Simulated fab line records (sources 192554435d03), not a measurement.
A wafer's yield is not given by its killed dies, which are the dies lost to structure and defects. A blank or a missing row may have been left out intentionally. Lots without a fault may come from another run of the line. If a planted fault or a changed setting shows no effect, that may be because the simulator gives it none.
Comparing a struck lot with a sound one ; flow n5-finfet ; 19 steps out of a route of 1938
Sound: these wafers, L972.1, L972.2, L972.5. Wafers L985.1, L985.4 were the ones struck. The cause comes at the end.
At each step with rows: each side's tool, then ch and its chambers, then its first start. Under that, the readings that differ: sound wafers ; struck wafers ; difference of the means ; sigmas: that difference in standard deviations of wafers without a fault.
alike: words and numbers the same on both sides, and readings whose means are apart by under 2 such deviations; not compared: readings that were withheld, readings missing a value for some wafer, numbers with overlapping values and no deviation given by the record, and bounds like >300 which may hide the same value.
A row with sigmas, a row that says differs or no value, or rows on one side alone: a step with any of these is where the two part. When numbers do not overlap yet have no deviation, they are printed without sigmas and do not part them. A reading that every wafer of one side lacks parts them only if that side has two wafers or more.

first, 7 steps without rows for these wafers: N5_BEOL_M15_COAT_04 (resist thk 800 nm); N5_BEOL_M15_EBR_06; N5_BEOL_M15_SOFTBAKE_05 (time 60 s); N5_BEOL_M15_EXPOSE_07 (exposes mask V14); N5_BEOL_M15_PEB_08 (peb time 90 s); N5_BEOL_M15_DEVELOP_09 (develop time 45 s); N5_BEOL_M15_HARDBAKE_14 (time 120 s).
N5_BEOL_M15_CD_MEAS_10: the cd target is 360 nm.
  sound on cd-sem-03 ch 0, day 12 13:33; struck on cd-sem-01 ch 0, day 15 10:05
  alike: cd-nm
N5_BEOL_M15_OVL_MEAS_11:
  sound on overlay-02 ch 0, day 12 13:35; struck on overlay-02 ch 0, day 15 10:07
  alike: V14_OVL
N5_BEOL_M15_INSPECT_12: inspects for defects (macro).
  sound on defect-inspect-01, day 12 13:36; struck on defect-inspect-01, day 15 10:08
  alike: raw-defect-count
N5_BEOL_M15_DESCUM_15: chemistry O2, time 7.9 s.
  sound on rie-diel-05 ch 1,2, day 12 13:38; struck on rie-diel-05 ch 0,2, day 15 10:41
  alike: drypump-motor-current-A, oes-product-au, rf-vpp-V, showerhead-plenum-p-Torr, throttle-valve-pct
  not compared: rf-hours-counter-h
N5_BEOL_M15_ETCH_59: etches BARC in N2/H2, target depth 89 nm, overetch 26.7 nm, time 67.9 s.
  sound on rie-diel-05 ch 1,2, day 12 13:40; struck on rie-diel-05 ch 0,2, day 15 10:43
  alike: bias-w, chamber-pressure-mTorr, drypump-motor-current-A, oes-product-au, rf-vpp-V, showerhead-plenum-p-Torr, throttle-valve-pct
  not compared: rf-hours-counter-h
N5_BEOL_M15_VIA_ETCH_16: etches SiO2 in C4F8/O2/Ar, target depth 1792.2 nm.
  sound on rie-diel-05 ch 1,2, day 12 13:43; struck on rie-diel-05 ch 0,2, day 15 10:46
  no value came back on the struck wafers for any of 10 readings (C4F8_flow_sccm (sccm), O2_flow_sccm (sccm) and others); on the sound wafers C4F8_flow_sccm (sccm) reads 15.96 16.02 15.99
reading;sound;struck;difference;sigmas
model.coat_of_BEOL_M15_COAT_04.thk-nm (nm);333.6 341 327.6;717.8 717.8;+383.7;
N5_BEOL_M15_STRIP_63: strips in O2.
  sound: rie-diel-05 ch 1,2; struck: rie-diel-05 ch 0,2
  alike: drypump-motor-current-A, oes-product-au, rf-vpp-V, showerhead-plenum-p-Torr, throttle-valve-pct
  not compared: rf-hours-counter-h
N5_BEOL_M15_STRIP_64: strips in O2.
  sound: rie-diel-05 ch 1,2; struck: rie-diel-05 ch 0,2
  alike: drypump-motor-current-A, oes-product-au, rf-vpp-V, showerhead-plenum-p-Torr, throttle-valve-pct
  not compared: rf-hours-counter-h
then, 2 steps without rows for these wafers: N5_BEOL_M15_STRIP_65 (strips in post etch residue remover, time 60 s); N5_BEOL_M15_SRD_66 (time 30 s, dry time 30 s).
N5_BEOL_M15_CD_MEAS_17: the cd target is 360 nm.
  sound on cd-sem-02, day 12 14:08; struck on cd-sem-02, day 15 11:11
reading;sound;struck;difference;sigmas
cd-nm (nm);361.6 364.1 362.5;- -;no value on the struck wafers;
then, 1 step without rows for these wafers: N5_BEOL_M15_COAT_56 (time 60 s, resist thk 550 nm).

## WHERE THEY PART
Earliest at N5_BEOL_M15_VIA_ETCH_16; latest, in this record, at N5_BEOL_M15_CD_MEAS_17.

WHY: what had been put in by the simulator
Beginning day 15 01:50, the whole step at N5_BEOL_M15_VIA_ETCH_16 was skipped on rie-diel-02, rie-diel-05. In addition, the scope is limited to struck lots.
